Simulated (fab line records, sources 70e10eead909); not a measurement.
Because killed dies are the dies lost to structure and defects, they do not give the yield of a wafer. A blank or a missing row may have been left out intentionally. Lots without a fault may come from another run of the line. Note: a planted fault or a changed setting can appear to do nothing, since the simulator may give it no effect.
What tool caused it? -- flow nandHarc -- 36 wafers from 12 lots sampled at 6 of the route's 1302 steps

WHAT THE GAUGES SHOWED, per wafer
NHARC_P_GATE_CD_MEAS_91 targets a cd of 2000 nm.
lot,measured,on,cdNm (nm)
L959,day 5 23:38,cdSem-02,1999.5 1997.2 1998.0
L961,day 6 13:25,cdSem-01,2000.3 2000.9 1999.4
L962,day 6 22:49,cdSem-03,2001.6 1999.4 2001.5
L967,day 8 21:01,cdSem-02,2000.2 2001.1 2001.4
L969,day 9 20:53,cdSem-01,2001.8 2001.2 2000.5
L972,day 11 14:48,cdSem-02,2001.2 1998.2 2000.6
L973,day 11 15:54,cdSem-02,2001.2 1997.8 1999.9
L976,day 12 14:29,cdSem-01,1998.2 2000.1 1999.9
L978,day 13 11:29,cdSem-01,2001.8 2001.6 2001.1
L979,day 14 01:16,cdSem-03,1999.4 1999.2 2000.9
L980,day 14 08:56,cdSem-01,2001.0 1999.7 2000.1
L981,day 14 19:28,cdSem-02,1998.7 1998.6 1999.7

NHARC_P_GATE_INSPECT_68.
lot,measured,on,rawDefectCount
L959,day 6 02:51,defectInspect-02,241 339 306
L961,day 6 16:31,defectInspect-02,209 195 173
L962,day 7 02:06,defectInspect-01,137 219 130
L967,day 9 00:05,defectInspect-02,382 156 162
L969,day 10 00:00,defectInspect-01,147 244 295
L972,day 11 17:57,defectInspect-02,534 431 501
L973,day 11 19:35,defectInspect-02,496 541 570
L976,day 12 17:32,defectInspect-01,528 564 501
L978,day 13 14:33,defectInspect-02,126 135 125
L979,day 14 04:22,defectInspect-01,204 253 193
L980,day 14 12:00,defectInspect-02,185 126 135
L981,day 14 22:31,defectInspect-01,223 147 165

NHARC_END_SORT_01.
lot,measured,on,killedAtArray,killedAtOther,killedAtPeriphery,killedDies,killedOpen,killedShort
L972,day 30 13:27,prober-02,52 50 52,0 0 0,75 78 42,127 128 94,4 2 6,5 2 4
L973,day 30 04:48,prober-02,36 35 39,0 0 0,62 48 36,98 83 75,2 6 2,3 8 2
L976,day 32 10:42,prober-01,27 23 26,1 0 0,75 27 33,103 50 59,4 3 4,3 0 5

WHAT TOOL EACH LOT RAN ON (gives the tool, then ch and the chambers of the sampled wafers, and finally the start)
lot,NHARC_P_GATE_STRIP_111,NHARC_P_GATE_STRIP_67,NHARC_P_CONTACT_ETCH_35
L959,"plasmaAsher-01 ch 0,1, day 5 20:49","wetBench-02 ch 0,2,4, day 6 02:24","rieDiel-03 ch 1,2, day 6 04:49"
L961,"plasmaAsher-02 ch 0,1, day 6 10:29","wetBench-02 ch 2,3,4, day 6 16:03","rieDiel-08 ch 0,3, day 6 18:23"
L962,"plasmaAsher-01 ch 0,1, day 6 20:04","wetBench-02 ch 0,1,2, day 7 01:39","rieDiel-08 ch 1,2, day 7 04:01"
L967,"plasmaAsher-01 ch 0,1, day 8 17:55","wetBench-06 ch 1,2,3, day 8 23:38","rieDiel-03 ch 0,2,3, day 9 01:58"
L969,"plasmaAsher-01 ch 0, day 9 17:54","wetBench-02 ch 0,2,5, day 9 23:30","rieDiel-03 ch 0,3, day 10 01:46"
L972,"plasmaAsher-01 ch 0,1, day 11 11:55","wetBench-02 ch 0,1,2, day 11 17:26","rieDiel-03 ch 1,3, day 11 19:44"
L973,"plasmaAsher-01 ch 0,1, day 11 12:37","wetBench-02 ch 0,4,6, day 11 19:07","rieDiel-03 ch 2,3, day 11 21:29"
L976,"plasmaAsher-02 ch 0,1, day 12 11:33","wetBench-02 ch 2,3,4, day 12 17:06","rieDiel-07 ch 0,1,2, day 12 19:25"
L978,"plasmaAsher-02 ch 0,1, day 13 08:40","wetBench-05 ch 3,4,5, day 13 14:07","rieDiel-07 ch 0,2,3, day 13 16:18"
L979,"plasmaAsher-02 ch 0,1, day 13 22:40","wetBench-05 ch 1,2,6, day 14 03:54","rieDiel-07 ch 0,1,2, day 14 06:15"
L980,"plasmaAsher-02 ch 0,1, day 14 06:11","wetBench-05 ch 0,2,7, day 14 11:33","rieDiel-03 ch 1,2,3, day 14 13:53"
L981,"plasmaAsher-01 ch 0,1, day 14 16:48","wetBench-05 ch 0,1,7, day 14 22:04","rieDiel-08 ch 0,1,3, day 15 00:17"
- NHARC_P_GATE_STRIP_111: strips in N2/H2, time 250 s.
- NHARC_P_GATE_STRIP_67: strips in SPM, time 600 s.
- NHARC_P_CONTACT_ETCH_35: etches the open film in CF4, target depth 39 nm, time 65 s.

WHAT THE TOOLS THEMSELVES READ (means of the sampled wafers that have a number; where no wafer has one, the mark that the record gives instead)
NHARC_P_GATE_STRIP_111.
lot,tool,drypumpMotorCurrentA (A),heaterPowerW (W)
L959,plasmaAsher-01,5.9,109
L961,plasmaAsher-02,6.2,103
L962,plasmaAsher-01,5.7,102
L967,plasmaAsher-01,5.9,110
L969,plasmaAsher-01,5.5,101
L972,plasmaAsher-01,6.0,111
L973,plasmaAsher-01,5.9,110
L976,plasmaAsher-02,5.7,89
L978,plasmaAsher-02,5.7,91
L979,plasmaAsher-02,5.7,91
L980,plasmaAsher-02,6.1,100
L981,plasmaAsher-01,5.9,109

NHARC_P_CONTACT_ETCH_35.
lot,tool,chamberPressureMTorr (mTorr),drypumpMotorCurrentA (A),oesProductAu (a.u.),rfVppV (V),showerheadPlenumPTorr (Torr),throttleValvePct (%)
L959,rieDiel-03,49.95,5.9,0.999,151.7,1.84,13.292
L961,rieDiel-08,49.97,5.2,1.002,151.8,1.78,13.288
L962,rieDiel-08,49.99,6.3,1.007,151.5,1.77,13.280
L967,rieDiel-03,50.02,5.7,0.996,153.0,1.86,13.279
L969,rieDiel-03,50.00,5.6,1.002,152.9,1.84,13.284
L972,rieDiel-03,49.98,5.9,0.993,152.1,1.81,13.290
L973,rieDiel-03,50.04,5.8,0.997,152.0,1.83,13.274
L976,rieDiel-07,50.01,5.6,0.997,152.4,1.83,13.290
L978,rieDiel-07,49.98,5.5,1.004,151.5,1.78,13.283
L979,rieDiel-07,49.99,5.6,0.998,150.8,1.83,13.282
L980,rieDiel-03,50.03,5.9,1.001,151.8,1.82,13.284
L981,rieDiel-08,49.96,5.6,1.001,151.1,1.76,13.281

THE ANSWER, worked out from the rows above alone
Rule: what is usual is taken from the lots themselves. Put in order of their means at a reading, lots are off if they are a third of the lots or fewer, leave a main group of 4 or more, and stand apart from it by a gap of 3 or more times the standard deviation of the main group's means; of several such gaps the widest counts. A main group whose means are all the same, to the digits that the tables above print for the reading, isn't used. A lot without any number at a reading at which 4 lots or more have one is off too. All remaining lots with rows at the step are treated as sound. The gauges are gone through in route order, then the tools' own readings, and for those a lot's mean is taken as printed above. The first step at which some lot is off is used, and at that step the reading that is off furthest; a lot without a number counts as furthest.
Off at NHARC_P_GATE_INSPECT_68 (rawDefectCount): L972, L973, L976. Main group: mean 198, sd 48.
If a tool, at a process step before that reading, ran all the lots that are off and no sound lot after the first of them, it fits. Gauges at NHARC_P_GATE_INSPECT_68: tried the same way as those tools. One candidate fits, namely wetBench-02 at NHARC_P_GATE_STRIP_67. Its last sound lot is L969 (day 9 23:30), its first lot that is off L972 (day 11 17:26): a fault that began between those two fits.

WHAT THE SIMULATOR HAD PUT IN
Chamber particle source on wetBench-02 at NHARC_P_GATE_STRIP_67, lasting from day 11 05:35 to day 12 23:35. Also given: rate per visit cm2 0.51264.
Struck lots among those shown: L972, L973, L976. The rule above found the same.
